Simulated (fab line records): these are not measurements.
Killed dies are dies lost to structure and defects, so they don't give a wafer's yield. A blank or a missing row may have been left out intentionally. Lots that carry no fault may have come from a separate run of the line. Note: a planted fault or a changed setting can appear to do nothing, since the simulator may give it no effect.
The tool behind it: which one? / flow n5-finfet / 10 lots with 28 wafers sampled at 5 steps, on a route of 1938 steps

WHAT THE GAUGES READ, wafer by wafer
N5_BEOL_M4_RC_MEAS_101.
lot=L613; measured=day 8 11:25; on=prober-01; DIBL_N (mV/V)=36.9 35.2; DIBL_P (mV/V)=36.2 33.8; IOFF_N (nA/um)=0.16 0.14; IOFF_P (nA/um)=0.22 0.19; ION_N (uA/um)=660 671; ION_P (uA/um)=461 462; SS_N (mV/dec)=71.9 71.6; SS_P (mV/dec)=73.2 72.3; VT_N (mV)=249 254; VT_P (mV)=-249 -254
lot=L615; measured=day 8 15:29; on=prober-01; DIBL_N (mV/V)=40.4 39.9 40.9; DIBL_P (mV/V)=40.0 40.6 40.4; IOFF_N (nA/um)=0.26 0.26 0.29; IOFF_P (nA/um)=0.29 0.30 0.29; ION_N (uA/um)=687 703 703; ION_P (uA/um)=462 478 477; SS_N (mV/dec)=72.7 72.6 72.7; SS_P (mV/dec)=74.0 74.3 73.8; VT_N (mV)=244 241 242; VT_P (mV)=-246 -244 -245
lot=L625; measured=day 11 03:41; on=prober-01; DIBL_N (mV/V)=35.0 38.1 40.1; DIBL_P (mV/V)=34.5 37.2 40.0; IOFF_N (nA/um)=0.13 0.17 0.22; IOFF_P (nA/um)=0.19 0.21 0.27; ION_N (uA/um)=654 655 697; ION_P (uA/um)=454 447 473; SS_N (mV/dec)=70.9 72.1 72.7; SS_P (mV/dec)=73.1 73.7 74.5; VT_N (mV)=254 251 247; VT_P (mV)=-252 -252 -248
lot=L626; measured=day 11 05:46; on=prober-02; DIBL_N (mV/V)=37.5 36.7 34.2; DIBL_P (mV/V)=38.0 38.0 35.2; IOFF_N (nA/um)=0.18 0.15 0.12; IOFF_P (nA/um)=0.22 0.22 0.18; ION_N (uA/um)=675 657 660; ION_P (uA/um)=463 458 461; SS_N (mV/dec)=72.5 72.2 70.7; SS_P (mV/dec)=73.7 73.2 72.0; VT_N (mV)=247 250 252; VT_P (mV)=-249 -250 -252
lot=L628; measured=day 11 16:18; on=prober-01; DIBL_N (mV/V)=33.3 34.6 34.8; DIBL_P (mV/V)=32.6 34.2 35.1; IOFF_N (nA/um)=0.13 0.14 0.16; IOFF_P (nA/um)=0.16 0.18 0.19; ION_N (uA/um)=682 661 691; ION_P (uA/um)=461 447 467; SS_N (mV/dec)=70.5 70.8 71.2; SS_P (mV/dec)=72.5 72.3 73.3; VT_N (mV)=251 251 248; VT_P (mV)=-251 -250 -247
lot=L629; measured=day 12 01:37; on=prober-02; DIBL_N (mV/V)=39.0 37.3; DIBL_P (mV/V)=40.8 36.9; IOFF_N (nA/um)=0.24 0.20; IOFF_P (nA/um)=0.32 0.24; ION_N (uA/um)=689 683; ION_P (uA/um)=475 471; SS_N (mV/dec)=72.3 72.7; SS_P (mV/dec)=74.6 74.1; VT_N (mV)=241 247; VT_P (mV)=-241 -248
lot=L632; measured=day 13 07:01; on=prober-02; DIBL_N (mV/V)=35.8 35.3 33.0; DIBL_P (mV/V)=32.8 35.1 32.1; IOFF_N (nA/um)=0.16 0.15 0.12; IOFF_P (nA/um)=0.16 0.19 0.16; ION_N (uA/um)=665 659 671; ION_P (uA/um)=450 446 462; SS_N (mV/dec)=71.0 71.2 71.2; SS_P (mV/dec)=72.8 72.9 71.8; VT_N (mV)=249 247 252; VT_P (mV)=-256 -252 -254
lot=L633; measured=day 13 03:17; on=prober-02; DIBL_N (mV/V)=36.4 34.7 36.7; DIBL_P (mV/V)=35.4 33.0 35.2; IOFF_N (nA/um)=0.16 0.13 0.16; IOFF_P (nA/um)=0.19 0.17 0.20; ION_N (uA/um)=668 688 681; ION_P (uA/um)=458 471 469; SS_N (mV/dec)=71.6 71.2 71.7; SS_P (mV/dec)=72.9 72.6 73.6; VT_N (mV)=250 250 252; VT_P (mV)=-252 -251 -248
lot=L634; measured=day 13 21:49; on=prober-01; DIBL_N (mV/V)=40.5 39.5 38.0; DIBL_P (mV/V)=41.1 40.5 36.5; IOFF_N (nA/um)=0.25 0.24 0.18; IOFF_P (nA/um)=0.29 0.27 0.21; ION_N (uA/um)=671 674 674; ION_P (uA/um)=459 458 455; SS_N (mV/dec)=72.9 72.5 72.3; SS_P (mV/dec)=75.4 74.9 74.3; VT_N (mV)=244 243 248; VT_P (mV)=-249 -250 -253
lot=L635; measured=day 13 22:28; on=prober-02; DIBL_N (mV/V)=39.1 33.5 38.9; DIBL_P (mV/V)=40.3 33.6 37.9; IOFF_N (nA/um)=0.23 0.14 0.22; IOFF_P (nA/um)=0.30 0.18 0.25; ION_N (uA/um)=704 688 683; ION_P (uA/um)=479 474 468; SS_N (mV/dec)=72.8 71.2 72.8; SS_P (mV/dec)=74.6 73.0 73.7; VT_N (mV)=243 248 246; VT_P (mV)=-245 -249 -244

WHICH TOOL RAN EACH LOT (tool, then ch and the chambers of the sampled wafers, then the start)
lot=L613; N5_FIN_SAQP_DENSIFY_62=rtp-anneal-02 ch 0, day 2 03:23; N5_FIN_SAQP_PECVD_48=pecvd-02 ch 0,1, day 2 03:46; N5_FIN_SAQP_PECVD_06=pecvd-02 ch 0,1, day 2 03:48; N5_FIN_SAQP_EXPOSE_13=arfi-scanner-03 ch 0, day 2 04:10
lot=L615; N5_FIN_SAQP_DENSIFY_62=rtp-anneal-02 ch 0, day 2 14:53; N5_FIN_SAQP_PECVD_48=pecvd-03 ch 1, day 2 15:15; N5_FIN_SAQP_PECVD_06=pecvd-03 ch 1, day 2 15:19; N5_FIN_SAQP_EXPOSE_13=arfi-scanner-02 ch 0, day 2 15:47
lot=L625; N5_FIN_SAQP_DENSIFY_62=rtp-anneal-02 ch 0, day 5 04:30; N5_FIN_SAQP_PECVD_48=pecvd-02 ch 0,1, day 5 04:52; N5_FIN_SAQP_PECVD_06=pecvd-02 ch 0,1, day 5 04:54; N5_FIN_SAQP_EXPOSE_13=arfi-scanner-02 ch 0, day 5 05:14
lot=L626; N5_FIN_SAQP_DENSIFY_62=rtp-anneal-02 ch 0, day 5 08:04; N5_FIN_SAQP_PECVD_48=pecvd-02 ch 1,2, day 5 08:27; N5_FIN_SAQP_PECVD_06=pecvd-02 ch 1,2, day 5 08:29; N5_FIN_SAQP_EXPOSE_13=arfi-scanner-02 ch 0, day 5 08:49
lot=L628; N5_FIN_SAQP_DENSIFY_62=rtp-anneal-01 ch 0, day 5 20:17; N5_FIN_SAQP_PECVD_48=pecvd-01 ch 0,2, day 5 20:40; N5_FIN_SAQP_PECVD_06=pecvd-01 ch 0,2, day 5 20:42; N5_FIN_SAQP_EXPOSE_13=arfi-scanner-03 ch 0, day 5 21:01
lot=L629; N5_FIN_SAQP_DENSIFY_62=rtp-anneal-02 ch 0, day 6 03:41; N5_FIN_SAQP_PECVD_48=pecvd-02 ch 0,1, day 6 04:04; N5_FIN_SAQP_PECVD_06=pecvd-02 ch 0,1, day 6 04:07; N5_FIN_SAQP_EXPOSE_13=arfi-scanner-01 ch 0, day 6 04:34
lot=L632; N5_FIN_SAQP_DENSIFY_62=rtp-anneal-02 ch 0, day 6 20:19; N5_FIN_SAQP_PECVD_48=pecvd-02 ch 1, day 6 20:41; N5_FIN_SAQP_PECVD_06=pecvd-02 ch 1, day 6 20:45; N5_FIN_SAQP_EXPOSE_13=arfi-scanner-03 ch 0, day 6 21:14
lot=L633; N5_FIN_SAQP_DENSIFY_62=rtp-anneal-01 ch 0, day 7 04:31; N5_FIN_SAQP_PECVD_48=pecvd-01 ch 0,1,2, day 7 04:51; N5_FIN_SAQP_PECVD_06=pecvd-01 ch 0,1,2, day 7 04:53; N5_FIN_SAQP_EXPOSE_13=arfi-scanner-03 ch 0, day 7 05:13
lot=L634; N5_FIN_SAQP_DENSIFY_62=rtp-anneal-02 ch 0, day 7 09:21; N5_FIN_SAQP_PECVD_48=pecvd-03 ch 0,1,2, day 7 09:44; N5_FIN_SAQP_PECVD_06=pecvd-03 ch 0,1,2, day 7 09:47; N5_FIN_SAQP_EXPOSE_13=arfi-scanner-01 ch 0, day 7 10:14
lot=L635; N5_FIN_SAQP_DENSIFY_62=rtp-anneal-02 ch 0, day 7 15:37; N5_FIN_SAQP_PECVD_48=pecvd-01 ch 0,1,2, day 7 15:56; N5_FIN_SAQP_PECVD_06=pecvd-01 ch 0,1,2, day 7 15:59; N5_FIN_SAQP_EXPOSE_13=arfi-scanner-01 ch 0, day 7 16:18
- N5_FIN_SAQP_DENSIFY_62: time 60 s.
- N5_FIN_SAQP_PECVD_48: deposits SiNx from SiH4/NH3/N2, target thk 25 nm, time 22.1 s.
- N5_FIN_SAQP_PECVD_06: deposits a-Si from SiH4/He, target thk 60 nm, time 48.1 s.
- N5_FIN_SAQP_EXPOSE_13: exposes mask FIN CORE, target cd 35.6 nm.

AS READ BY THE TOOLS THEMSELVES (means over the sampled wafers that have a number; for cases with no such wafer, the mark the record gives instead)
N5_FIN_SAQP_DENSIFY_62.
lot=L613; tool=rtp-anneal-02; lamp-power-pct (%)=9.85; lamp_zone_2_pct (%)=9.839; lamp_zone_7_pct (%)=10.270; wafer_temp_C_max=703.0
lot=L615; tool=rtp-anneal-02; lamp-power-pct (%)=9.82; lamp_zone_2_pct (%)=9.847; lamp_zone_7_pct (%)=10.271; wafer_temp_C_max=702.9
lot=L625; tool=rtp-anneal-02; lamp-power-pct (%)=9.88; lamp_zone_2_pct (%)=9.856; lamp_zone_7_pct (%)=10.254; wafer_temp_C_max=703.6
lot=L626; tool=rtp-anneal-02; lamp-power-pct (%)=9.91; lamp_zone_2_pct (%)=9.846; lamp_zone_7_pct (%)=10.266; wafer_temp_C_max=703.5
lot=L628; tool=rtp-anneal-01; lamp-power-pct (%)=9.84; lamp_zone_2_pct (%)=9.843; lamp_zone_7_pct (%)=10.263; wafer_temp_C_max=703.3
lot=L629; tool=rtp-anneal-02; lamp-power-pct (%)=9.89; lamp_zone_2_pct (%)=9.841; lamp_zone_7_pct (%)=10.253; wafer_temp_C_max=703.6
lot=L632; tool=rtp-anneal-02; lamp-power-pct (%)=9.84; lamp_zone_2_pct (%)=9.848; lamp_zone_7_pct (%)=10.272; wafer_temp_C_max=702.8
lot=L633; tool=rtp-anneal-01; lamp-power-pct (%)=9.86; lamp_zone_2_pct (%)=9.842; lamp_zone_7_pct (%)=10.261; wafer_temp_C_max=703.3
lot=L634; tool=rtp-anneal-02; lamp-power-pct (%)=9.83; lamp_zone_2_pct (%)=9.852; lamp_zone_7_pct (%)=10.257; wafer_temp_C_max=702.9
lot=L635; tool=rtp-anneal-02; lamp-power-pct (%)=9.85; lamp_zone_2_pct (%)=9.840; lamp_zone_7_pct (%)=10.264; wafer_temp_C_max=702.7

N5_FIN_SAQP_PECVD_48.
lot=L613; tool=pecvd-02; heater-power-w (W)=620; showerhead-plenum-p-Torr (Torr)=5.13; throttle-valve-pct (%)=40.5
lot=L615; tool=pecvd-03; heater-power-w (W)=624; showerhead-plenum-p-Torr (Torr)=5.11; throttle-valve-pct (%)=44.9
lot=L625; tool=pecvd-02; heater-power-w (W)=646; showerhead-plenum-p-Torr (Torr)=5.14; throttle-valve-pct (%)=40.4
lot=L626; tool=pecvd-02; heater-power-w (W)=709; showerhead-plenum-p-Torr (Torr)=5.22; throttle-valve-pct (%)=42.6
lot=L628; tool=pecvd-01; heater-power-w (W)=836; showerhead-plenum-p-Torr (Torr)=5.09; throttle-valve-pct (%)=39.9
lot=L629; tool=pecvd-02; heater-power-w (W)=673; showerhead-plenum-p-Torr (Torr)=5.14; throttle-valve-pct (%)=40.7
lot=L632; tool=pecvd-02; heater-power-w (W)=771; showerhead-plenum-p-Torr (Torr)=5.13; throttle-valve-pct (%)=42.1
lot=L633; tool=pecvd-01; heater-power-w (W)=814; showerhead-plenum-p-Torr (Torr)=5.15; throttle-valve-pct (%)=39.6
lot=L634; tool=pecvd-03; heater-power-w (W)=738; showerhead-plenum-p-Torr (Torr)=5.08; throttle-valve-pct (%)=41.3
lot=L635; tool=pecvd-01; heater-power-w (W)=775; showerhead-plenum-p-Torr (Torr)=5.15; throttle-valve-pct (%)=39.7

N5_FIN_SAQP_PECVD_06.
lot=L613; tool=pecvd-02; heater-power-w (W)=748; showerhead-plenum-p-Torr (Torr)=5.66; throttle-valve-pct (%)=18.4
lot=L615; tool=pecvd-03; heater-power-w (W)=704; showerhead-plenum-p-Torr (Torr)=5.64; throttle-valve-pct (%)=20.2
lot=L625; tool=pecvd-02; heater-power-w (W)=762; showerhead-plenum-p-Torr (Torr)=5.65; throttle-valve-pct (%)=18.4
lot=L626; tool=pecvd-02; heater-power-w (W)=797; showerhead-plenum-p-Torr (Torr)=5.73; throttle-valve-pct (%)=19.4
lot=L628; tool=pecvd-01; heater-power-w (W)=919; showerhead-plenum-p-Torr (Torr)=5.63; throttle-valve-pct (%)=18.2
lot=L629; tool=pecvd-02; heater-power-w (W)=740; showerhead-plenum-p-Torr (Torr)=5.67; throttle-valve-pct (%)=18.5
lot=L632; tool=pecvd-02; heater-power-w (W)=786; showerhead-plenum-p-Torr (Torr)=5.66; throttle-valve-pct (%)=19.3
lot=L633; tool=pecvd-01; heater-power-w (W)=798; showerhead-plenum-p-Torr (Torr)=5.68; throttle-valve-pct (%)=17.9
lot=L634; tool=pecvd-03; heater-power-w (W)=811; showerhead-plenum-p-Torr (Torr)=5.61; throttle-valve-pct (%)=18.7
lot=L635; tool=pecvd-01; heater-power-w (W)=879; showerhead-plenum-p-Torr (Torr)=5.67; throttle-valve-pct (%)=18.0

N5_FIN_SAQP_EXPOSE_13.
lot=L613 tool=arfi-scanner-03 exposure-dose-mJ-cm2=63.30
lot=L615 tool=arfi-scanner-02 exposure-dose-mJ-cm2=63.18
lot=L625 tool=arfi-scanner-02 exposure-dose-mJ-cm2=65.44
lot=L626 tool=arfi-scanner-02 exposure-dose-mJ-cm2=65.02
lot=L628 tool=arfi-scanner-03 exposure-dose-mJ-cm2=63.27
lot=L629 tool=arfi-scanner-01 exposure-dose-mJ-cm2=63.30
lot=L632 tool=arfi-scanner-03 exposure-dose-mJ-cm2=63.14
lot=L633 tool=arfi-scanner-03 exposure-dose-mJ-cm2=63.20
lot=L634 tool=arfi-scanner-01 exposure-dose-mJ-cm2=63.30
lot=L635 tool=arfi-scanner-01 exposure-dose-mJ-cm2=63.20

THE ANSWER, worked out from the rows above alone
Rule: the lots themselves supply what counts as usual. The widest of any qualifying gaps counts: lots, ordered by their means at a reading, are off when they make up no more than a third of the lots, leave a main group of 4 or more, and stand apart from it by 3 or more times the standard deviation of that group's means. A main group is skipped when, at the precision printed for the reading in the tables above, its means are all equal. A lot without any number at a reading at which 4 lots or more have one is off too. Any other lot the step has rows for is counted as sound. First the gauges in route order, then the tools' own readings, where a lot's mean is used as printed above. At the first step where some lot is off, the reading lying furthest off is the one used; lots without a number count as furthest.
Off, at N5_FIN_SAQP_EXPOSE_13 on exposure-dose-mJ-cm2: L625, L626. For the main group the mean is 63.24 and the standard deviation 0.06.
If a tool, at that step or one of the process steps before it, ran each lot that is off and ran no sound lot following the first of them, it fits. One fits: arfi-scanner-02 at N5_FIN_SAQP_EXPOSE_13. A fault onset in the window from L615 (day 2 15:47, its last sound lot) to L625 (day 5 05:14, its first lot off) fits.
On the lots that are off, the tool's own readings at N5_FIN_SAQP_EXPOSE_13 differ by more than 5 times the standard deviation of the sound lots' means, which bears it out; exposure-dose-mJ-cm2 reads 65.23 there versus 63.24 on the sound lots.

WHAT THE SIMULATOR PUT IN
Process parameter drift: arfi-scanner-02, from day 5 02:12 on, at N5_FIN_SAQP_EXPOSE_13. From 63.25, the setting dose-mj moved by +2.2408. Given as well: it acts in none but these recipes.
Shown lots that were struck: L625, L626. The rule given above showed the same thing.
